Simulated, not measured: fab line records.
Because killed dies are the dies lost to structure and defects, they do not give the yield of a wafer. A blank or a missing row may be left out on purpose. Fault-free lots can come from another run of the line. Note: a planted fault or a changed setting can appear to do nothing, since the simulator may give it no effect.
fab line records	flow n5Finfet
record lots=12	wafers=35	lastDay=19
route steps=1938 shown BEOL_M4@1083 PAD_METAL@1895 PASSIVATION@1911
lots that met no fault: from a run of the same line without faults
startH: hours from the record's first day to the start of the lot's first wafer shown	waitH: hours elapsed since this lot's preceding step	" unchanged from the row above	L1.1+2: one row covering several wafers at once	- no value, or no start was given	* or withheld: withheld	< > ~ a bound
route shown NAME@n: names a module that has steps shown in the file, with the first one's number in the route	usual: average and standard deviation across the fault-free wafers	same: alike in all rows	chamber/n: place in a boat	sites: the reading at each site	_std_site: standard deviation across them	_edge_site: inner sites' mean taken away from outer sites' mean	radiusMm: for every site, how far away it sits from the centre of the wafer	mask NAME#n: copy n	behind: the tool/chamber that last shaped the wafer	hold: what put the lot on hold/how long, in hours/how the hold closed	device: transistor that didn't switch, given as n, p or np	end of line: at the end of the route, the tests of the same wafers	a step without rows: its recipe alone	killed: the dies lost at the first sort to structure and to defects; this is not the yield of the wafer	map: the dies of a wafer, with x for killed, . for not killed, _ for no die there
set.NAME: the setting that was run; set.NAME@STEP: the one run at that earlier step	model.NAME: the simulator's own value behind a step, which no gauge read
one table for each step of the route and one row for each wafer, over a sample of lots
services: from which hour (startH, from the record's first day; less than 0 if before it) a tool's chamber was out of use, for how many hours, and why
## steps
# step N5_BEOL_M4_CVD_47
# recipe material=Co	targetThkA=30	tempC=withheld	precursor=CCTBA/H2	pressureTorr=30	timeS=223.8
# usual chamberPressureTorr=30.01/0.066
lot.wafer	tool	chamber	startH	waitH	chamberPressureTorr
L395.2	cvdCo-02	1	199.28	0.0	29.95
L395.3	"	0	"	"	29.98
L394.1	cvdCo-01	1	204.37	0.2	30.11
L394.4	"	1	"	"	30.15
L394.6	"	2	"	"	29.99
L396.2	cvdCo-01	1	204.60	0.2	30.05
L396.3	"	2	"	"	30.00
L396.4	"	0	"	"	29.99
L399.1	cvdCo-01	0	231.90	0.0	30.02
L399.3	"	2	"	"	29.95
L399.4	"	1	"	"	29.99
L398.2	cvdCo-02	1	233.09	0.3	29.99
L398.3	"	0	"	"	30.04
L398.5	"	2	"	"	29.84
L402.1	cvdCo-02	2	257.88	0.1	30.04
L402.2	"	1	"	"	29.90
L402.3	"	0	"	"	30.10
L406.1	cvdCo-01	1	267.85	0.0	30.00
L406.4	"	0	"	"	29.94
L406.5	"	1	"	"	29.98
L408.2	cvdCo-01	0	296.42	0.0	29.97
L408.3	"	2	"	"	29.92
L408.5	"	2	"	"	29.98
L407.3	cvdCo-01	0	299.07	0.1	30.08
L407.5	"	0	"	"	29.99
L407.6	"	2	"	"	30.07
L413.3	cvdCo-01	0	312.80	0.0	29.84
L413.5	"	2	"	"	30.08
L413.6	"	0	"	"	29.97
L412.1	cvdCo-01	2	318.74	0.1	30.11
L412.3	"	1	"	"	29.98
L412.5	"	1	"	"	29.99
L415.3	cvdCo-02	0	333.36	0.1	29.85
L415.4	"	2	"	"	30.05
L415.5	"	0	"	"	29.88
# step N5_PASSIVATION_SPUTTER_20
# recipe material=TaN	targetThkA=500	tempC=25	chamberPressurePa=0.4
# usual throttleValvePct=30.0/1.2
lot.wafer	tool	chamber	startH	waitH	throttleValvePct
L396.2	pvdSputter-01	-	302.96	0.0	31.5
L396.3	"	-	"	"	31.5
L396.4	"	-	"	"	31.5
L395.2	pvdSputter-02	-	303.78	0.0	28.8
L395.3	"	-	"	"	29.7
L394.1	pvdSputter-03	-	312.48	0.0	29.2
L394.4	"	-	"	"	30.4
L394.6	"	-	"	"	30.2
L399.1	pvdSputter-02	-	332.52	0.0	30.6
L399.3	"	-	"	"	29.6
L399.4	"	-	"	"	28.9
L398.2	pvdSputter-01	-	336.96	0.0	31.2
L398.3	"	-	"	"	31.3
L398.5	"	-	"	"	31.5
L402.1	pvdSputter-02	-	356.56	0.0	28.4
L402.2	"	-	"	"	29.9
L402.3	"	-	"	"	28.8
L406.1	pvdSputter-01	-	376.39	0.0	31.5
L406.4	"	-	"	"	30.6
L406.5	"	-	"	"	31.4
L408.2	pvdSputter-03	-	403.52	0.0	30.3
L408.3	"	-	"	"	30.1
L408.5	"	-	"	"	28.2
L407.3	pvdSputter-02	-	412.71	0.0	28.2
L407.5	"	-	"	"	29.5
L407.6	"	-	"	"	30.6
L413.3	pvdSputter-01	-	428.57	0.0	30.4
L413.5	"	-	"	"	30.4
L413.6	"	-	"	"	31.5
L412.1	pvdSputter-02	-	429.23	0.0	29.9
L412.3	"	-	"	"	30.3
L412.5	"	-	"	"	28.7
L415.3	pvdSputter-03	-	446.37	0.0	30.2
L415.4	"	-	"	"	29.4
L415.5	"	-	"	"	30.1
# step N5_PASSIVATION_AL_DEP_21
# recipe material=Al	targetThkA=28000	tempC=400	timeS=170	powerW=30000	chamberPressurePa=0.4	gas=Ar
# usual throttleValvePct=30.0/1.2
lot.wafer	tool	chamber	startH	waitH	throttleValvePct
L396.2	pvdSputter-01	-	303.06	0.1	31.4
L396.3	"	-	"	"	31.4
L396.4	"	-	"	"	31.5
L395.2	pvdSputter-02	-	303.88	0.1	28.7
L395.3	"	-	"	"	29.6
L394.1	pvdSputter-03	-	312.58	0.1	29.5
L394.4	"	-	"	"	30.2
L394.6	"	-	"	"	30.3
L399.1	pvdSputter-02	-	332.62	0.1	30.3
L399.3	"	-	"	"	29.5
L399.4	"	-	"	"	28.9
L398.2	pvdSputter-01	-	337.06	0.1	31.0
L398.3	"	-	"	"	31.6
L398.5	"	-	"	"	31.5
L402.1	pvdSputter-02	-	356.66	0.1	28.4
L402.2	"	-	"	"	29.4
L402.3	"	-	"	"	28.9
L406.1	pvdSputter-01	-	376.49	0.1	31.7
L406.4	"	-	"	"	30.6
L406.5	"	-	"	"	31.3
L408.2	pvdSputter-03	-	403.62	0.1	30.2
L408.3	"	-	"	"	30.0
L408.5	"	-	"	"	28.2
L407.3	pvdSputter-02	-	412.81	0.1	28.4
L407.5	"	-	"	"	29.5
L407.6	"	-	"	"	30.1
L413.3	pvdSputter-01	-	428.67	0.1	30.4
L413.5	"	-	"	"	30.3
L413.6	"	-	"	"	31.4
L412.1	pvdSputter-02	-	429.33	0.1	29.5
L412.3	"	-	"	"	30.1
L412.5	"	-	"	"	28.8
L415.3	pvdSputter-03	-	446.47	0.1	30.1
L415.4	"	-	"	"	29.6
L415.5	"	-	"	"	30.4
# step N5_PASSIVATION_STRIP_34
# recipe chemistry=O2	powerW=600	tempC=60	pressureMtorr=30	rfFrequencyHz=6e+07	biasPowerW=0	overashFraction=2	o2FlowSccm=225
# usual chamberPressureMTorr=29.99/0.075	drypumpMotorCurrentA=5.7/0.48	oesProductAu=0.79/0.067	rfVppV=3.5/1.5	showerheadPlenumPTorr=2.09/0.076	throttleValvePct=16.63/0.23
lot.wafer	tool	chamber	startH	waitH	chamberPressureMTorr	drypumpMotorCurrentA	oesProductAu	rfHoursCounterH	rfVppV	showerheadPlenumPTorr	throttleValvePct
L396.2	rieDiel-03	3	304.72	0.1	29.91	5.7	0.76	137	5.3	2.01	16.48
L396.3	"	2	"	"	29.94	5.6	0.81	116	1.9	2.03	16.94
L396.4	"	1	"	"	30.02	6.3	0.76	140	1.6	2.08	16.29
L395.2	rieDiel-03	0	305.04	0.1	29.90	5.2	0.74	151	4.4	2.17	16.73
L395.3	"	2	"	"	30.09	5.6	0.78	116	3.4	2.03	16.90
L394.1	rieDiel-04	1	313.87	0.1	30.02	5.7	0.69	225	5.8	1.99	16.48
L394.4	"	0	"	"	29.95	5.0	0.80	143	1.8	2.02	16.81
L394.6	"	2	"	"	29.98	6.8	0.98	-	3.9	2.05	16.63
L399.1	rieDiel-03	1	333.96	0.1	30.02	6.3	0.74	148	6.2	2.08	16.36
L399.3	"	2	"	"	30.07	5.6	0.77	130	1.7	2.03	16.89
L399.4	"	0	"	"	30.07	5.2	0.75	154	4.6	2.17	16.79
L398.2	rieDiel-06	1	338.38	0.1	29.89	5.9	0.83	90	1.0	2.20	16.55
L398.3	"	3	"	"	29.92	4.9	0.83	80	3.9	2.21	16.88
L398.5	"	1	"	"	30.12	5.9	0.82	-	3.1	2.20	16.52
L402.1	rieDiel-03	3	358.46	0.1	30.07	5.7	0.75	156	2.5	2.00	16.58
L402.2	"	1	"	"	30.06	6.2	0.75	158	4.4	2.07	16.37
L402.3	"	0	"	"	30.09	5.2	0.74	163	5.4	2.16	16.80
L406.1	rieDiel-06	0	377.78	0.1	30.13	5.2	0.80	83	5.5	2.11	16.65
L406.4	"	1	"	"	30.05	5.9	0.79	106	3.4	2.19	16.60
L406.5	"	1	"	"	30.03	5.9	0.80	-	6.4	2.19	16.56
L408.2	rieDiel-03	3	404.91	0.1	29.98	5.7	0.72	175	3.5	1.99	16.59
L408.3	"	1	"	"	29.89	6.3	0.73	176	3.3	2.07	16.39
L408.5	"	2	"	"	29.91	5.7	0.76	-	0.8	2.02	16.96
L407.3	rieDiel-06	3	414.37	0.1	30.13	5.0	0.81	112	2.7	2.20	16.92
L407.5	"	1	"	"	30.03	5.9	0.79	-	2.1	2.18	16.60
L407.6	"	0	"	"	29.99	5.2	0.79	-	3.6	2.11	16.64
L412.1	rieDiel-03	1	430.50	0.1	29.93	6.2	0.72	186	2.5	2.06	16.40
L412.3	"	3	"	"	30.04	5.7	0.73	184	2.5	1.99	16.60
L412.5	"	0	"	"	29.91	5.2	0.72	-	3.1	2.16	16.79
L413.3	rieDiel-04	2	430.51	0.1	30.05	6.8	0.85	42	3.8	2.03	16.70
L413.5	"	3	"	"	30.18	5.7	0.87	-	1.6	2.05	16.26
L413.6	"	0	"	"	30.01	4.9	0.73	-	6.8	2.01	16.91
L415.3	rieDiel-03	0	447.72	0.1	30.04	5.1	0.72	196	3.5	2.15	16.80
L415.4	"	1	"	"	29.95	6.3	0.71	192	3.5	2.06	16.40
L415.5	"	3	"	"	29.96	5.7	0.71	-	4.9	1.99	16.65
# step N5_PASSIVATION_PROBE_49
# usual defectLimitedYield=91.2/1.4	killed_at_M0_to_M3=34/9.4	killed_at_M4_up=14/5.6	killedAtContacts=13/7.8	killedAtFrontEnd=37/10	killedAtOther=4/3.3	killedDies=103/17	killedOpen=68/13	killedShort=33/8.2	sort_bin_5_function=5.1/0.92	sort_bin_6_memory=3.3/0.71	sort_bin_8_speed=0.01/0.043	sortNPass=1077/17	sortYieldPct=91.2/1.4
# same grossDies=1180	killedAtBackSide=0	sort_bin_4_leakage[%]=0
lot.wafer	tool	chamber	startH	waitH	defectLimitedYield[%]	killed_at_M0_to_M3	killed_at_M4_up	killedAtContacts	killedAtFrontEnd	killedAtOther	killedDies	killedOpen	killedShort	sort_bin_5_function[%]	sort_bin_6_memory[%]	sort_bin_8_speed[%]	sortNPass	sortYieldPct[%]
L396.2	prober-02	-	309.09	0.1	91.9	11	16	30	36	3	96	71	25	5.2	2.9	0	1084	91.9
L396.3	prober-02	-	309.14	0.1	88.6	39	23	21	42	9	134	88	46	7.0	4.0	0	1046	88.6
L396.4	prober-02	-	309.19	0.2	90.1	46	6	14	50	1	117	66	50	6.4	3.2	0	1063	90.1
L395.2	prober-01	-	309.28	0.1	90.5	47	12	11	32	10	112	77	33	5.5	3.7	0	1068	90.5
L395.3	prober-01	-	309.33	0.1	90.0	45	17	6	45	5	118	76	34	5.2	4.1	0	1062	90.0
L394.1	prober-02	-	318.06	0.0	90.9	32	13	10	50	2	107	62	45	5.0	3.6	0	1073	90.9
L394.4	prober-02	-	318.21	0.2	92.3	32	18	1	40	0	91	65	26	4.2	3.4	0	1089	92.3
L394.6	prober-02	-	318.31	0.3	91.6	31	13	8	46	1	99	64	35	5.6	2.5	0	1081	91.6
L399.1	prober-01	-	338.14	0.0	89.8	52	20	7	40	1	120	87	32	5.6	4.3	0	1060	89.8
L399.3	prober-01	-	338.24	0.1	90.4	52	18	6	32	5	113	71	42	5.6	3.6	0	1067	90.4
L399.4	prober-01	-	338.29	0.2	90.6	51	13	6	40	1	111	79	32	5.1	4.1	0	1069	90.6
L398.2	prober-01	-	342.62	0.1	88.9	27	24	20	59	1	131	87	42	6.9	4.0	0	1049	88.9
L398.3	prober-01	-	342.67	0.1	91.3	19	24	18	42	0	103	75	25	5.3	3.1	0	1077	91.3
L398.5	prober-01	-	342.77	0.2	90.8	23	23	17	42	3	108	67	36	5.0	4.0	0	1072	90.8
L402.1	prober-01	-	362.77	0.0	93.5	37	9	8	21	2	77	57	20	4.2	2.4	0	1103	93.5
L402.2	prober-01	-	362.82	0.1	91.0	38	13	23	27	5	106	69	33	5.7	2.8	0	1074	91.0
L402.3	prober-01	-	362.87	0.1	90.7	30	13	19	40	8	110	68	41	5.0	3.9	0	1070	90.7
L406.1	prober-02	-	382.95	0.0	91.8	30	20	15	29	3	97	66	29	5.4	2.5	0	1083	91.8
L406.4	prober-02	-	383.10	0.2	93.1	30	12	7	30	3	82	56	25	4.3	2.5	0	1098	93.1
L406.5	prober-02	-	383.15	0.2	90.0	35	25	8	41	9	118	77	37	6.1	3.7	0	1062	90.0
L408.2	prober-01	-	409.92	0.1	91.5	34	13	9	43	1	100	70	28	4.7	3.3	0	1080	91.5
L408.3	prober-01	-	409.97	0.1	90.0	32	18	9	53	6	118	71	47	6.2	3.5	0	1062	90.0
L408.5	prober-01	-	410.07	0.2	93.1	29	9	5	38	1	82	53	23	4.0	2.5	0	1098	93.1
L407.3	prober-02	-	418.77	0.1	94.0	30	7	4	26	4	71	48	22	3.2	2.6	0.08	1109	94.0
L407.5	prober-02	-	418.87	0.2	91.9	30	11	5	40	9	95	68	25	4.4	3.6	0	1085	91.9
L407.6	prober-02	-	418.92	0.3	83.4	41	107	14	32	2	196	66	25	10.3	4.3	0	984	83.4
L412.1	prober-02	-	434.80	0.0	83.5	28	119	10	31	7	195	63	27	10.6	4.2	0	985	83.5
L412.3	prober-02	-	434.90	0.1	90.0	44	19	11	39	5	118	75	36	5.7	3.6	0.42	1057	89.6
L412.5	prober-02	-	435.00	0.2	91.6	51	15	6	24	3	99	71	23	5.8	2.4	0.08	1081	91.6
L413.3	prober-01	-	435.06	0.1	91.0	25	25	13	33	10	106	79	26	5.1	3.8	0	1074	91.0
L413.5	prober-01	-	435.16	0.2	83.1	36	117	17	28	1	199	69	24	11.1	4.2	0	981	83.1
L413.6	prober-01	-	435.21	0.3	92.0	26	17	20	30	1	94	73	20	4.3	3.3	0	1086	92.0
L415.3	prober-02	-	452.61	0.1	91.1	41	21	11	29	3	105	63	35	5.0	3.1	0	1075	91.1
L415.4	prober-02	-	452.66	0.2	90.7	35	29	11	35	0	110	82	27	5.1	4.0	0	1070	90.7
L415.5	prober-02	-	452.71	0.2	91.4	25	13	8	52	4	102	71	25	4.2	3.7	0	1078	91.4
# killed by level:class
L396.2 MOL_CONTACT_COAG:geometricParticle:open=22 STI_FIN_REVEAL:geometricParticle:open=14 FIN_SAQP:geometricParticle:open=9 MOL_CONTACT_COAG:geometricParticle:short=8 BEOL_M4:geometricParticle:open=7 BEOL_M7:geometricParticle:open=4 GATE_CUT:geometricParticle:short=3 FIN_SAQP:geometricParticle:short=3
L396.3 MOL_CONTACT_COAG:geometricParticle:open=19 BEOL_M0_SAQP:geometricParticle:open=13 BEOL_M0_SAQP:geometricParticle:short=10 FIN_SAQP:geometricParticle:short=9 FIN_SAQP:geometricParticle:open=9 STI_FIN_REVEAL:geometricParticle:open=9 BEOL_M4:geometricParticle:open=9 BEOL_M2:geometricParticle:open=6
L396.4 FIN_SAQP:geometricParticle:short=18 BEOL_M0_SAQP:geometricParticle:open=13 MOL_CONTACT_COAG:geometricParticle:open=10 BEOL_M0_SAQP:geometricParticle:short=9 BEOL_M2:geometricParticle:open=9 STI_FIN_REVEAL:geometricParticle:open=8 BEOL_M3:geometricParticle:open=6 BEOL_M1:geometricParticle:open=5
L395.2 BEOL_M2:geometricParticle:open=18 MOL_CONTACT_COAG:geometricParticle:open=9 BEOL_M0_SAQP:geometricParticle:short=8 STI_FIN_REVEAL:geometricParticle:open=7 BEOL_M0_SAQP:geometricParticle:open=7 DUMMY_GATE:geometricParticle:open=6 FIN_SAQP:geometricParticle:open=4 BEOL_M2:geometricParticle:short=4
L395.3 BEOL_M2:geometricParticle:open=12 FIN_SAQP:geometricParticle:open=9 STI_FIN_REVEAL:geometricParticle:open=9 FIN_SAQP:geometricParticle:short=7 BEOL_M0_SAQP:geometricParticle:short=7 BEOL_M0_SAQP:geometricParticle:open=7 HKMG_FIN:areaEtch=7 MOL_CONTACT_COAG:geometricParticle:open=6
L394.1 STI_FIN_REVEAL:geometricParticle:open=13 BEOL_M3:geometricParticle:open=10 MOL_CONTACT_COAG:geometricParticle:open=9 ILD0:geometricParticle:short=7 STARTING-WAFER:geometricParticle:short=5 FIN_SAQP:geometricParticle:short=4 BEOL_M0:geometricParticle:open=4 BEOL_M0_SAQP:geometricParticle:short=4
L394.4 STI_FIN_REVEAL:geometricParticle:open=14 BEOL_M1:geometricParticle:open=7 BEOL_M2:geometricParticle:open=7 BEOL_M5:geometricParticle:open=7 DUMMY_GATE:geometricParticle:open=6 BEOL_M3:geometricParticle:open=6 STI_FIN_REVEAL:geometricParticle:short=5 BEOL_M3:geometricParticle:short=5
L394.6 STI_FIN_REVEAL:geometricParticle:open=17 BEOL_M0_SAQP:geometricParticle:short=12 MOL_CONTACT_COAG:geometricParticle:open=6 FIN_SAQP:geometricParticle:short=5 STI_FIN_REVEAL:geometricParticle:short=5 BEOL_M0_SAQP:geometricParticle:open=5 BEOL_M7:geometricParticle:open=4 BEOL_M0:geometricParticle:open=4
L399.1 BEOL_M2:geometricParticle:open=18 STI_FIN_REVEAL:geometricParticle:open=17 BEOL_M4:geometricParticle:open=13 BEOL_M0_SAQP:geometricParticle:open=11 STI_FIN_REVEAL:geometricParticle:short=9 MOL_CONTACT_COAG:geometricParticle:open=6 BEOL_M2:geometricParticle:short=6 BEOL_M3:geometricParticle:open=6
L399.3 BEOL_M4:geometricParticle:open=13 BEOL_M0_SAQP:geometricParticle:open=10 BEOL_M3:geometricParticle:open=9 BEOL_M0_SAQP:geometricParticle:short=8 BEOL_M1:geometricParticle:open=8 BEOL_M2:geometricParticle:open=8 FIN_SAQP:geometricParticle:short=6 MOL_CONTACT_COAG:geometricParticle:open=5
L399.4 STI_FIN_REVEAL:geometricParticle:open=18 BEOL_M2:geometricParticle:open=13 FIN_SAQP:geometricParticle:open=11 BEOL_M1:geometricParticle:open=10 BEOL_M2:geometricParticle:short=8 BEOL_M3:geometricParticle:open=7 BEOL_M4:geometricParticle:open=6 MOL_CONTACT_COAG:geometricParticle:open=5
L398.2 FIN_SAQP:geometricParticle:short=20 MOL_CONTACT_COAG:geometricParticle:open=17 BEOL_M4:geometricParticle:open=13 FIN_SAQP:geometricParticle:open=12 STI_FIN_REVEAL:geometricParticle:open=9 BEOL_M2:geometricParticle:open=9 BEOL_M3:geometricParticle:open=7 STARTING-WAFER:geometricParticle:open=6
L398.3 FIN_SAQP:geometricParticle:open=14 MOL_CONTACT_COAG:geometricParticle:open=14 BEOL_M4:geometricParticle:open=11 BEOL_M2:geometricParticle:open=10 FIN_SAQP:geometricParticle:short=9 STI_FIN_REVEAL:geometricParticle:open=5 BEOL_M8:geometricParticle:open=3 STI_FIN_REVEAL:geometricParticle:short=3
L398.5 STI_FIN_REVEAL:geometricParticle:open=16 MOL_CONTACT_COAG:geometricParticle:open=12 BEOL_M4:geometricParticle:open=10 FIN_SAQP:geometricParticle:short=5 FIN_SAQP:geometricParticle:open=5 STI_FIN_REVEAL:geometricParticle:short=5 MOL_CONTACT_COAG:geometricParticle:short=5 BEOL_M0_SAQP:geometricParticle:open=5
L402.1 BEOL_M0:geometricParticle:open=8 BEOL_M1:geometricParticle:open=8 BEOL_M2:geometricParticle:open=7 FIN_SAQP:geometricParticle:open=6 MOL_CONTACT_COAG:geometricParticle:open=6 FIN_SAQP:geometricParticle:short=5 BEOL_M0_SAQP:geometricParticle:open=5 BEOL_M6:geometricParticle:open=4
L402.2 MOL_CONTACT_COAG:geometricParticle:open=15 BEOL_M2:geometricParticle:open=11 MOL_CONTACT_COAG:geometricParticle:short=8 BEOL_M0_SAQP:geometricParticle:open=8 BEOL_M0_SAQP:geometricParticle:short=8 FIN_SAQP:geometricParticle:short=6 BEOL_M0:geometricParticle:open=6 BEOL_M4:geometricParticle:open=6
L402.3 MOL_CONTACT_COAG:geometricParticle:open=13 FIN_SAQP:geometricParticle:short=11 BEOL_M2:geometricParticle:open=9 BEOL_M1:geometricParticle:open=7 BEOL_M4:geometricParticle:open=7 STI_FIN_REVEAL:geometricParticle:open=6 MOL_CONTACT_COAG:geometricParticle:short=6 STI_FIN_REVEAL:geometricParticle:short=5
L406.1 MOL_CONTACT_COAG:geometricParticle:open=10 BEOL_M4:geometricParticle:open=9 FIN_SAQP:geometricParticle:open=6 BEOL_M1:geometricParticle:open=6 STI_FIN_REVEAL:geometricParticle:open=5 MOL_CONTACT_COAG:geometricParticle:short=5 BEOL_M0_SAQP:geometricParticle:open=5 FIN_SAQP:geometricParticle:short=4
L406.4 BEOL_M3:geometricParticle:open=10 STI_FIN_REVEAL:geometricParticle:open=9 MOL_CONTACT_COAG:geometricParticle:open=7 FIN_SAQP:geometricParticle:short=6 BEOL_M0_SAQP:geometricParticle:open=5 BEOL_M0:geometricParticle:open=4 BEOL_M4:geometricParticle:open=4 GATE_CUT:geometricParticle:short=3
L406.5 BEOL_M4:geometricParticle:open=14 STI_FIN_REVEAL:geometricParticle:open=12 FIN_SAQP:geometricParticle:open=8 BEOL_M3:geometricParticle:open=8 MOL_CONTACT_COAG:geometricParticle:open=7 BEOL_M2:geometricParticle:open=6 BEOL_M0_SAQP:geometricParticle:short=6 BEOL_M0_SAQP:geometricParticle:open=4
L408.2 STI_FIN_REVEAL:geometricParticle:open=15 BEOL_M2:geometricParticle:open=10 MOL_CONTACT_COAG:geometricParticle:open=8 FIN_SAQP:geometricParticle:open=6 BEOL_M4:geometricParticle:open=6 BEOL_M0_SAQP:geometricParticle:open=5 BEOL_M0_SAQP:geometricParticle:short=5 BEOL_M1:geometricParticle:open=4
L408.3 FIN_SAQP:geometricParticle:open=13 STI_FIN_REVEAL:geometricParticle:open=10 BEOL_M0_SAQP:geometricParticle:short=10 FIN_SAQP:geometricParticle:short=6 GATE_CUT:geometricParticle:short=6 MOL_CONTACT_COAG:geometricParticle:short=5 BEOL_M1:geometricParticle:open=5 BEOL_M8:geometricParticle:open=5
L408.5 STI_FIN_REVEAL:geometricParticle:open=9 BEOL_M0_SAQP:geometricParticle:open=8 BEOL_M1:geometricParticle:open=6 FIN_SAQP:geometricParticle:short=5 MOL_CONTACT_COAG:geometricParticle:open=5 BEOL_M1:geometricParticle:short=5 STARTING-WAFER:geometricParticle:short=5 HKMG_FIN:areaEtch=5
L407.3 BEOL_M3:geometricParticle:open=8 STI_FIN_REVEAL:geometricParticle:open=6 BEOL_M0_SAQP:geometricParticle:open=6 BEOL_M1:geometricParticle:open=6 FIN_SAQP:geometricParticle:short=4 FIN_SAQP:geometricParticle:open=3 STI_FIN_REVEAL:geometricParticle:short=3 MOL_CONTACT_COAG:geometricParticle:open=3
L407.5 BEOL_M3:geometricParticle:open=9 STI_FIN_REVEAL:geometricParticle:open=8 BEOL_M4:geometricParticle:open=8 FIN_SAQP:geometricParticle:open=6 BEOL_M1:geometricParticle:open=6 GATE_CUT:geometricParticle:short=5 MOL_CONTACT_COAG:geometricParticle:open=5 BEOL_M3:geometricParticle:short=4
L407.6 BEOL_M4:unspecified=104 BEOL_M3:geometricParticle:open=13 MOL_CONTACT_COAG:geometricParticle:open=12 STI_FIN_REVEAL:geometricParticle:open=8 DUMMY_GATE:geometricParticle:open=6 BEOL_M0_SAQP:geometricParticle:short=6 BEOL_M1:geometricParticle:open=6 BEOL_M0_SAQP:geometricParticle:open=4
L412.1 BEOL_M4:unspecified=104 MOL_CONTACT_COAG:geometricParticle:open=8 BEOL_M3:geometricParticle:open=8 BEOL_M1:geometricParticle:open=8 BEOL_M4:geometricParticle:open=8 FIN_SAQP:geometricParticle:open=6 FIN_SAQP:geometricParticle:short=6 MIM_TOP_ETCH:geometricParticle:open=5
L412.3 MOL_CONTACT_COAG:geometricParticle:open=11 BEOL_M3:geometricParticle:open=11 BEOL_M4:geometricParticle:open=11 FIN_SAQP:geometricParticle:short=8 FIN_SAQP:geometricParticle:open=8 BEOL_M0_SAQP:geometricParticle:open=8 BEOL_M1:geometricParticle:open=6 HKMG_FIN:areaEtch=6
L412.5 BEOL_M1:geometricParticle:open=14 BEOL_M3:geometricParticle:open=14 BEOL_M2:geometricParticle:open=12 BEOL_M4:geometricParticle:open=7 FIN_SAQP:geometricParticle:open=6 MOL_CONTACT_COAG:geometricParticle:open=6 BEOL_M3:geometricParticle:short=5 FIN_SAQP:geometricParticle:short=3
L413.3 MOL_CONTACT_COAG:geometricParticle:open=13 BEOL_M4:geometricParticle:open=8 BEOL_M3:geometricParticle:open=8 BEOL_M6:geometricParticle:open=8 FIN_SAQP:geometricParticle:open=6 BEOL_M2:geometricParticle:open=6 FIN_SAQP:geometricParticle:short=5 BEOL_M1:geometricParticle:open=5
L413.5 BEOL_M4:unspecified=103 MOL_CONTACT_COAG:geometricParticle:open=15 BEOL_M2:geometricParticle:open=11 BEOL_M1:geometricParticle:open=10 FIN_SAQP:geometricParticle:open=6 STI_FIN_REVEAL:geometricParticle:open=6 BEOL_M4:geometricParticle:open=6 BEOL_M0_SAQP:geometricParticle:short=5
L413.6 MOL_CONTACT_COAG:geometricParticle:open=18 FIN_SAQP:geometricParticle:open=11 BEOL_M4:geometricParticle:open=10 BEOL_M2:geometricParticle:open=10 STARTING-WAFER:geometricParticle:open=4 BEOL_M1:geometricParticle:open=4 DUMMY_GATE:geometricParticle:open=3 SPACER0:geometricParticle:short=3
L415.3 BEOL_M2:geometricParticle:open=11 MOL_CONTACT_COAG:geometricParticle:open=9 BEOL_M0_SAQP:geometricParticle:short=9 FIN_SAQP:geometricParticle:short=8 BEOL_M4:geometricParticle:open=8 BEOL_M0_SAQP:geometricParticle:open=6 BEOL_M3:geometricParticle:open=6 HKMG_FIN:areaEtch=6
L415.4 BEOL_M2:geometricParticle:open=13 BEOL_M4:geometricParticle:open=12 STI_FIN_REVEAL:geometricParticle:open=11 MOL_CONTACT_COAG:geometricParticle:open=8 BEOL_M6:geometricParticle:open=8 BEOL_M1:geometricParticle:open=6 BEOL_M0_SAQP:geometricParticle:open=6 GATE_CUT:geometricParticle:short=5
L415.5 STI_FIN_REVEAL:geometricParticle:open=17 BEOL_M2:geometricParticle:open=13 GATE_CUT:geometricParticle:short=9 MOL_CONTACT_COAG:geometricParticle:open=7 FIN_SAQP:geometricParticle:short=6 HKMG_FIN:areaEtch=6 FIN_SAQP:geometricParticle:open=4 BEOL_M3:geometricParticle:open=4
## services
tool	chamber	startH	hours	kind
pvdSputter-02	-	183.42	2.3	repair
rieDiel-06	-	202.66	1.0	repair
rieDiel-06	2	215.81	-	clean
rieDiel-06	2	215.81	-	consumableReplace:focusRing
rieDiel-06	2	215.81	15.1	scheduledDown
rieDiel-06	2	215.81	15.1	ventCycle
rieDiel-03	1	265.87	8.3	repair
rieDiel-04	2	281.12	-	clean
rieDiel-03	0	314.36	19.1	repair
rieDiel-03	1	319.35	9.5	repair
cvdCo-02	-	326.75	0.5	repair
cvdCo-01	1	333.40	-	clean
cvdCo-01	1	333.40	22.0	scheduledDown
cvdCo-01	1	333.40	22.0	ventCycle
rieDiel-06	0	335.30	4.4	repair
rieDiel-03	3	338.59	11.0	repair
rieDiel-04	2	358.26	6.6	repair
cvdCo-01	-	368.91	0.8	repair
rieDiel-06	2	379.85	11.7	repair
rieDiel-03	2	380.00	12.7	repair
rieDiel-06	0	386.76	22.5	repair
rieDiel-03	2	394.52	8.1	repair
rieDiel-06	-	396.50	0.7	repair
cvdCo-02	0	399.40	8.6	repair
## key
firstSign step=N5_PASSIVATION_PROBE_49	reading=killed_at_M4_up	direction=up	sigmas=18	usual=14	struck=114
effect step=N5_PASSIVATION_PROBE_49	reading=defectLimitedYield	direction=down	sigmas=5.5	usual=91.2	struck=83.3
moreKillsBornAt N5_BEOL_M4_CVD_47@cvdCo-01=311
metAt N5_BEOL_M4_CVD_47
struckLots L407,L412,L413
struckWafers L407.6,L412.1,L413.5
notActingAt N5_PASSIVATION_SPUTTER_20,N5_PASSIVATION_AL_DEP_21,N5_PASSIVATION_STRIP_34
onsetBetween 296.42 299.07
fault kind=chamberParticleSource	tool=cvdCo-01	chamber=2	onsetH=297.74	steps=N5_BEOL_M4_CVD_47	ratePerVisitCm2=0.54529	endH=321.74
